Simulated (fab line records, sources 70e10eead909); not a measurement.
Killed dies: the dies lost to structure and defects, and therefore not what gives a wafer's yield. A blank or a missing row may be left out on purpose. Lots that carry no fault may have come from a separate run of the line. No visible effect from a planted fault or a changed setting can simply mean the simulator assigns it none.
What tool caused it? / flow nandHarc / 11 lots with 33 wafers sampled at 4 steps, on a route of 1302 steps

== WHAT THE GAUGES READ, wafer by wafer ==
The record holds no reading of a measuring or inspecting step that can be judged against a usual standard deviation.

== EACH LOT AND THE TOOL THAT RAN IT (in order: tool; ch and the chambers of the sampled wafers; start) ==
lot=L197; NHARC_P_M1_PVD_20=pvdSputter-02, day 6 17:26 or earlier; NHARC_P_M2_PEB_07=lithoTrack-01 ch 0, day 6 17:26; NHARC_P_M2_ETCH_15=rieDiel-08 ch 0,1,3, day 6 18:06 or earlier; NHARC_P_M2_STRIP_18=rieDiel-01 ch 0,3, day 6 18:06
lot=L198; NHARC_P_M1_PVD_20=pvdSputter-03, day 6 17:43 or earlier; NHARC_P_M2_PEB_07=lithoTrack-04 ch 0, day 6 17:43; NHARC_P_M2_ETCH_15=rieDiel-05 ch 0,1, day 6 18:24 or earlier; NHARC_P_M2_STRIP_18=rieDiel-08 ch 0,2,3, day 6 18:24
lot=L201; NHARC_P_M1_PVD_20=pvdSputter-01, day 7 22:29 or earlier; NHARC_P_M2_PEB_07=lithoTrack-04 ch 0, day 7 22:29; NHARC_P_M2_ETCH_15=rieDiel-08 ch 0,2,3, day 7 23:08 or earlier; NHARC_P_M2_STRIP_18=rieDiel-05 ch 0,3, day 7 23:08
lot=L202; NHARC_P_M1_PVD_20=pvdSputter-03, day 8 17:20 or earlier; NHARC_P_M2_PEB_07=lithoTrack-04 ch 0, day 8 17:20; NHARC_P_M2_ETCH_15=rieDiel-08 ch 1,2,3, day 8 18:05 or earlier; NHARC_P_M2_STRIP_18=rieDiel-01 ch 0,1,2, day 8 18:05
lot=L204; NHARC_P_M1_PVD_20=pvdSputter-02, day 9 06:28 or earlier; NHARC_P_M2_PEB_07=lithoTrack-01 ch 0, day 9 06:28; NHARC_P_M2_ETCH_15=rieDiel-01 ch 0,1,2, day 9 07:07 or earlier; NHARC_P_M2_STRIP_18=rieDiel-01 ch 0,1, day 9 07:07
lot=L205; NHARC_P_M1_PVD_20=pvdSputter-02, day 9 17:08 or earlier; NHARC_P_M2_PEB_07=lithoTrack-01 ch 0, day 9 17:08; NHARC_P_M2_ETCH_15=rieDiel-05 ch 1,2, day 9 17:47 or earlier; NHARC_P_M2_STRIP_18=rieDiel-08 ch 1,2, day 9 17:47
lot=L206; NHARC_P_M1_PVD_20=pvdSputter-02, day 10 03:41 or earlier; NHARC_P_M2_PEB_07=lithoTrack-04 ch 0, day 10 03:41; NHARC_P_M2_ETCH_15=rieDiel-08 ch 1,2, day 10 04:23 or earlier; NHARC_P_M2_STRIP_18=rieDiel-08 ch 0,2,3, day 10 04:23
lot=L207; NHARC_P_M1_PVD_20=pvdSputter-01, day 10 12:20 or earlier; NHARC_P_M2_PEB_07=lithoTrack-06 ch 0, day 10 12:20; NHARC_P_M2_ETCH_15=rieDiel-08 ch 1,3, day 10 13:01 or earlier; NHARC_P_M2_STRIP_18=rieDiel-01 ch 0,3, day 10 13:01
lot=L216; NHARC_P_M1_PVD_20=pvdSputter-03, day 14 05:09 or earlier; NHARC_P_M2_PEB_07=lithoTrack-06 ch 0, day 14 05:09; NHARC_P_M2_ETCH_15=rieDiel-08 ch 1,2,3, day 14 05:48 or earlier; NHARC_P_M2_STRIP_18=rieDiel-05 ch 1,2,3, day 14 05:48
lot=L217; NHARC_P_M1_PVD_20=pvdSputter-02, day 15 01:25 or earlier; NHARC_P_M2_PEB_07=lithoTrack-06 ch 0, day 15 01:25; NHARC_P_M2_ETCH_15=rieDiel-01 ch 0,3, day 15 02:08 or earlier; NHARC_P_M2_STRIP_18=rieDiel-05 ch 0,2,3, day 15 02:08
lot=L219; NHARC_P_M1_PVD_20=pvdSputter-02, day 15 16:25 or earlier; NHARC_P_M2_PEB_07=lithoTrack-01 ch 0, day 15 16:25; NHARC_P_M2_ETCH_15=rieDiel-08 ch 0,1,2, day 15 17:05 or earlier; NHARC_P_M2_STRIP_18=rieDiel-01 ch 1,3, day 15 17:05
- NHARC_P_M1_PVD_20: deposits TaN, target thk 5 nm, time 8.06 s.
- NHARC_P_M2_PEB_07: peb time 65 s.
- NHARC_P_M2_ETCH_15: etches the open film in C4F8/Ar, target depth 182.5 nm, time 91.2 s.
- NHARC_P_M2_STRIP_18: strips in N2/H2.

== AS READ BY THE TOOLS THEMSELVES (means over the sampled wafers that have a number; for cases with no such wafer, the mark the record gives instead) ==
NHARC_P_M1_PVD_20. Usual: biasV 168.6 V, standard deviation 1.7; substrateTempC 50.00 C, standard deviation 0.12; throttleValvePct 30.3 %, standard deviation 0.75.
lot=L197; tool=pvdSputter-02; biasV (V)=168.8; substrateTempC (C)=50.07; throttleValvePct (%)=31.3; flag=
lot=L198; tool=pvdSputter-03; biasV (V)=166.1; substrateTempC (C)=50.00; throttleValvePct (%)=29.4; flag=
lot=L201; tool=pvdSputter-01; biasV (V)=169.9; substrateTempC (C)=49.95; throttleValvePct (%)=29.0; flag=
lot=L202; tool=pvdSputter-03; biasV (V)=167.5; substrateTempC (C)=50.02; throttleValvePct (%)=30.8; flag=
lot=L204; tool=pvdSputter-02; biasV (V)=168.5; substrateTempC (C)=50.05; throttleValvePct (%)=30.8; flag=
lot=L205; tool=pvdSputter-02; biasV (V)=169.6; substrateTempC (C)=50.02; throttleValvePct (%)=30.4; flag=
lot=L206; tool=pvdSputter-02; biasV (V)=166.5; substrateTempC (C)=49.91; throttleValvePct (%)=30.5; flag=
lot=L207; tool=pvdSputter-01; biasV (V)=169.3; substrateTempC (C)=50.12; throttleValvePct (%)=29.0; flag=
lot=L216; tool=pvdSputter-03; biasV (V)=168.6; substrateTempC (C)=49.98; throttleValvePct (%)=30.6; flag=
lot=L217; tool=pvdSputter-02; biasV (V)=168.5; substrateTempC (C)=50.04; throttleValvePct (%)=30.1; flag=
lot=L219; tool=pvdSputter-02; biasV (V)=166.3; substrateTempC (C)=50.13; throttleValvePct (%)=31.3; flag=

NHARC_P_M2_PEB_07. Usual: heaterPowerTotalW reads 156.6 W (standard deviation 0.41).
lot=L197; tool=lithoTrack-01; heaterPowerTotalW (W)=156.8; flag=
lot=L198; tool=lithoTrack-04; heaterPowerTotalW (W)=156.4; flag=
lot=L201; tool=lithoTrack-04; heaterPowerTotalW (W)=156.9; flag=
lot=L202; tool=lithoTrack-04; heaterPowerTotalW (W)=156.8; flag=
lot=L204; tool=lithoTrack-01; heaterPowerTotalW (W)=156.6; flag=
lot=L205; tool=lithoTrack-01; heaterPowerTotalW (W)=156.4; flag=
lot=L206; tool=lithoTrack-04; heaterPowerTotalW (W)=156.3; flag=
lot=L207; tool=lithoTrack-06; heaterPowerTotalW (W)=157.0; flag=
lot=L216; tool=lithoTrack-06; heaterPowerTotalW (W)=158.2; flag=OFF
lot=L217; tool=lithoTrack-06; heaterPowerTotalW (W)=158.2; flag=OFF
lot=L219; tool=lithoTrack-01; heaterPowerTotalW (W)=156.0; flag=

NHARC_P_M2_ETCH_15. Usual: chamberPressureMTorr 25.000 mTorr, standard deviation 0.022; oesProductAu 0.945 a.u., standard deviation 0.021; rfVppV 441.3 V, standard deviation 2.3.
lot=L197; tool=rieDiel-08; chamberPressureMTorr (mTorr)=24.991; oesProductAu (a.u.)=0.968; rfVppV (V)=440.0; flag=
lot=L198; tool=rieDiel-05; chamberPressureMTorr (mTorr)=25.004; oesProductAu (a.u.)=0.925; rfVppV (V)=441.0; flag=
lot=L201; tool=rieDiel-08; chamberPressureMTorr (mTorr)=25.020; oesProductAu (a.u.)=0.924; rfVppV (V)=441.1; flag=
lot=L202; tool=rieDiel-08; chamberPressureMTorr (mTorr)=24.993; oesProductAu (a.u.)=0.969; rfVppV (V)=441.8; flag=
lot=L204; tool=rieDiel-01; chamberPressureMTorr (mTorr)=24.989; oesProductAu (a.u.)=0.935; rfVppV (V)=440.6; flag=
lot=L205; tool=rieDiel-05; chamberPressureMTorr (mTorr)=24.994; oesProductAu (a.u.)=0.930; rfVppV (V)=443.5; flag=
lot=L206; tool=rieDiel-08; chamberPressureMTorr (mTorr)=25.005; oesProductAu (a.u.)=0.971; rfVppV (V)=443.3; flag=
lot=L207; tool=rieDiel-08; chamberPressureMTorr (mTorr)=24.979; oesProductAu (a.u.)=0.941; rfVppV (V)=442.2; flag=
lot=L216; tool=rieDiel-08; chamberPressureMTorr (mTorr)=24.985; oesProductAu (a.u.)=0.960; rfVppV (V)=440.9; flag=
lot=L217; tool=rieDiel-01; chamberPressureMTorr (mTorr)=25.001; oesProductAu (a.u.)=0.919; rfVppV (V)=443.4; flag=
lot=L219; tool=rieDiel-08; chamberPressureMTorr (mTorr)=24.989; oesProductAu (a.u.)=0.967; rfVppV (V)=441.0; flag=

NHARC_P_M2_STRIP_18. Usual: chamberPressureMTorr 29.998 mTorr, standard deviation 0.028; drypumpMotorCurrentA 5.7 A, standard deviation 0.49; oesProductAu 1.000 a.u., standard deviation 0.011; rfVppV 90.7 V, standard deviation 0.95; showerheadPlenumPTorr 2.06 Torr, standard deviation 0.09; throttleValvePct 14.171 %, standard deviation 0.0088.
lot=L197; tool=rieDiel-01; chamberPressureMTorr (mTorr)=29.977; drypumpMotorCurrentA (A)=6.2; oesProductAu (a.u.)=0.994; rfVppV (V)=90.9; showerheadPlenumPTorr (Torr)=2.15; throttleValvePct (%)=14.171; flag=
lot=L198; tool=rieDiel-08; chamberPressureMTorr (mTorr)=30.032; drypumpMotorCurrentA (A)=5.5; oesProductAu (a.u.)=1.000; rfVppV (V)=90.5; showerheadPlenumPTorr (Torr)=2.07; throttleValvePct (%)=14.174; flag=
lot=L201; tool=rieDiel-05; chamberPressureMTorr (mTorr)=29.994; drypumpMotorCurrentA (A)=5.4; oesProductAu (a.u.)=1.009; rfVppV (V)=90.2; showerheadPlenumPTorr (Torr)=2.08; throttleValvePct (%)=14.175; flag=
lot=L202; tool=rieDiel-01; chamberPressureMTorr (mTorr)=29.998; drypumpMotorCurrentA (A)=5.9; oesProductAu (a.u.)=1.007; rfVppV (V)=90.8; showerheadPlenumPTorr (Torr)=2.06; throttleValvePct (%)=14.172; flag=
lot=L204; tool=rieDiel-01; chamberPressureMTorr (mTorr)=29.980; drypumpMotorCurrentA (A)=6.2; oesProductAu (a.u.)=1.011; rfVppV (V)=91.8; showerheadPlenumPTorr (Torr)=2.12; throttleValvePct (%)=14.166; flag=
lot=L205; tool=rieDiel-08; chamberPressureMTorr (mTorr)=30.024; drypumpMotorCurrentA (A)=6.2; oesProductAu (a.u.)=1.002; rfVppV (V)=91.2; showerheadPlenumPTorr (Torr)=2.10; throttleValvePct (%)=14.170; flag=
lot=L206; tool=rieDiel-08; chamberPressureMTorr (mTorr)=29.976; drypumpMotorCurrentA (A)=5.5; oesProductAu (a.u.)=1.004; rfVppV (V)=90.9; showerheadPlenumPTorr (Torr)=2.07; throttleValvePct (%)=14.168; flag=
lot=L207; tool=rieDiel-01; chamberPressureMTorr (mTorr)=30.010; drypumpMotorCurrentA (A)=6.1; oesProductAu (a.u.)=0.990; rfVppV (V)=90.4; showerheadPlenumPTorr (Torr)=2.16; throttleValvePct (%)=14.166; flag=
lot=L216; tool=rieDiel-05; chamberPressureMTorr (mTorr)=29.989; drypumpMotorCurrentA (A)=5.6; oesProductAu (a.u.)=1.010; rfVppV (V)=91.2; showerheadPlenumPTorr (Torr)=2.04; throttleValvePct (%)=14.173; flag=
lot=L217; tool=rieDiel-05; chamberPressureMTorr (mTorr)=30.010; drypumpMotorCurrentA (A)=5.4; oesProductAu (a.u.)=0.994; rfVppV (V)=91.0; showerheadPlenumPTorr (Torr)=2.10; throttleValvePct (%)=14.178; flag=
lot=L219; tool=rieDiel-01; chamberPressureMTorr (mTorr)=29.990; drypumpMotorCurrentA (A)=6.1; oesProductAu (a.u.)=0.999; rfVppV (V)=91.2; showerheadPlenumPTorr (Torr)=2.15; throttleValvePct (%)=14.170; flag=

== THE ANSWER, worked out from the rows above alone ==
Rule: take the mean of a lot's wafers that have a number; if it is more than 3 standard deviations from the usual mean, the lot is off. Also off: a lot with no number at a reading for which 4 or more lots have one. The other lots that the step has rows for count as sound. The gauges are gone through in route order, then the tools' own readings, and for those a lot's mean is taken as printed above. The first step at which some lot is off is used, and at that step the reading that is off furthest; a lot without a number counts as furthest.
Off, at NHARC_P_M2_PEB_07 on heaterPowerTotalW: L216, L217.
If a tool, at that step or one of the process steps before it, ran each lot that is off and ran no sound lot following the first of them, it fits. NHARC_P_M1_PVD_20: start missing for some lots; hours and lot order therefore follow NHARC_P_M2_PEB_07. One fits: NHARC_P_M2_PEB_07 on lithoTrack-06. Its last sound lot is L207 (day 10 12:20), its first lot that is off L216 (day 14 05:09): a fault that began between those two fits.
The tool's own readings at NHARC_P_M2_PEB_07 bear it out: on the lots that are off they differ by more than 5 times the standard deviation of the sound lots' means. heaterPowerTotalW reads 158.2 W there against 156.6 W on the sound lots.

== WHAT THE SIMULATOR HAD PUT IN ==
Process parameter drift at NHARC_P_M2_PEB_07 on lithoTrack-06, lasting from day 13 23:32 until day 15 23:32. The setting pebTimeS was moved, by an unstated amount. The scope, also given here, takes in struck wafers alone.
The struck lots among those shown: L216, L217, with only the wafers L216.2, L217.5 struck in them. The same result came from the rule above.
